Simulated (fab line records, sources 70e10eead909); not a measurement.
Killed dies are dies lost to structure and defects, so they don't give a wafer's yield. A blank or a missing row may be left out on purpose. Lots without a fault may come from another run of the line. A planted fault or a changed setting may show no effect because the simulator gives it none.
Problem report in the 8D (eight disciplines) form, filled by code | flow nand_harc | the parts of the form that need people (team, actions taken, sign-off) are left out

1. THE PROBLEM
killed_at_other at NHARC_END_SORT_01 reads a mean of 637.5 on 2 wafers of 2 lots; wafers without a fault read 0.7 with a standard deviation of 1.1. That is +99 or more standard deviations from the usual mean.
First seen on wafer L852.4, day 28 03:58, on prober-02. The record holds 15 wafers of 5 lots with a number at this step. Rule for "out", or "out of limits": more than 4 standard deviations from the usual mean. The other wafers with a number count as sound.

2. WHAT IT IS AND WHAT IT IS NOT
question                    | is                                                                                                                  | is not
which readings at this step | killed_at_other, defect_limited_yield, killed_dies, sort_bin_3_pct, sort_n_pass, sort_rim_yield_pct, sort_yield_pct | killed_at_array, killed_at_periphery, killed_open, killed_short, sort_bin_2_pct, sort_bin_4_pct
which lots                  | L852, L854                                                                                                          | L858, L864, L866
which wafers of those lots  | L852.4, L854.4                                                                                                      | L852.2, L852.5, L854.1, L854.2
read on which gauges        | prober-02                                                                                                           | prober-01
when                        | from day 28 03:58                                                                                                   | up to then (1 sound wafer); but 12 sound wafers of L852, L854, L858, L864, L866 came after

3. SUSPECTS, AND WHAT RULES EACH OUT
Counting: a tool at a process step up to the reading stays a suspect if it ran every lot that is out. Sound lots after the first of them don't rule it out here, since some wafers of a struck lot are sound.
- the gauge at NHARC_END_SORT_01: ruled out. All the wafers that are out were read on prober-02, but those of them that NHARC_THIN_TSV_ETCH_59 has rows for are out there too, on other tools.
- rtp_anneal-02 at NHARC_THIN_TSV_ANNEAL_52 (time 90 s): kept. It ran every lot that is out, first L852 (day 27 14:37).
- rie_metal-02 at NHARC_THIN_TSV_ETCH_59 (etches the open film in Cl2/BCl3, target depth 880 nm, time 138.1 s): kept. It ran every lot that is out, first L852 (day 27 16:47). Its own readings are out on those wafers: oes_product_au.
- rie_metal-02 at NHARC_THIN_TSV_ETCH_36 (etches the open film in Cl2/BCl3, target depth 65 nm, time 18.571 s): kept. It ran every lot that is out, first L852 (day 27 17:04).
Left after counting: rtp_anneal-02 at NHARC_THIN_TSV_ANNEAL_52, rie_metal-02 at NHARC_THIN_TSV_ETCH_59, rie_metal-02 at NHARC_THIN_TSV_ETCH_36.

4. THE CAUSE (what the simulator had put in)
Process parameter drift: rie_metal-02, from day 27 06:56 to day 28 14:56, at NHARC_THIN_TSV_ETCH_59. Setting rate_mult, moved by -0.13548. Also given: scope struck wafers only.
Counting left 3 suspects, and this tool is among them.

5. THE CHAIN OF EFFECTS, in route order
Each row: a reading whose mean over the struck wafers that have a number lies more than 3 standard deviations from the usual. Only readings for which the record gives a usual standard deviation are gone through. hours: the time from each lot's start at the first step in this table that gives one to its start at this step, as a median over the lots. sigmas: the change in usual standard deviations.
hours | step                   | reading              | usual      | on struck wafers | change | sigmas
0     | NHARC_THIN_TSV_ETCH_59 | oes_product_au       | 1.004 a.u. | 0.925            | -0.079 | -7.9
11    | NHARC_END_SORT_01      | defect_limited_yield | 92.0 %     | 0.1              | -92.0  | -33
11    | NHARC_END_SORT_01      | killed_at_other      | 0.7        | 637.5            | +636.8 | +99 or more
11    | NHARC_END_SORT_01      | killed_dies          | 54         | 676              | +622   | +33
11    | NHARC_END_SORT_01      | sort_bin_3_pct       | 0.6 %      | 94.2             | +93.6  | +99 or more
11    | NHARC_END_SORT_01      | sort_n_pass          | 623        | 0                | -622   | -33
11    | NHARC_END_SORT_01      | sort_rim_yield_pct   | 89 %       | 0                | -89    | -19
11    | NHARC_END_SORT_01      | sort_yield_pct       | 92.0 %     | 0.1              | -92.0  | -33
The process steps in it:
- NHARC_THIN_TSV_ETCH_59: etches the open film in Cl2/BCl3, target depth 880 nm, time 138.1 s.

6. WHAT WOULD HAVE CAUGHT IT SOONER
In this record the first reading out of limits at a measuring or inspecting step was taken at day 28 03:58, 21 hours after the fault began at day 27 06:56.
The tool's own readings at NHARC_THIN_TSV_ETCH_59 were out on every struck wafer that the step has a row for (oes_product_au): an alarm limit on them would have fired on the first of those.
All the lots that are out (2) had begun NHARC_THIN_TSV_ETCH_59 on rie_metal-02 by day 28 03:58. A hold on the tool at that time would have spared none of them.
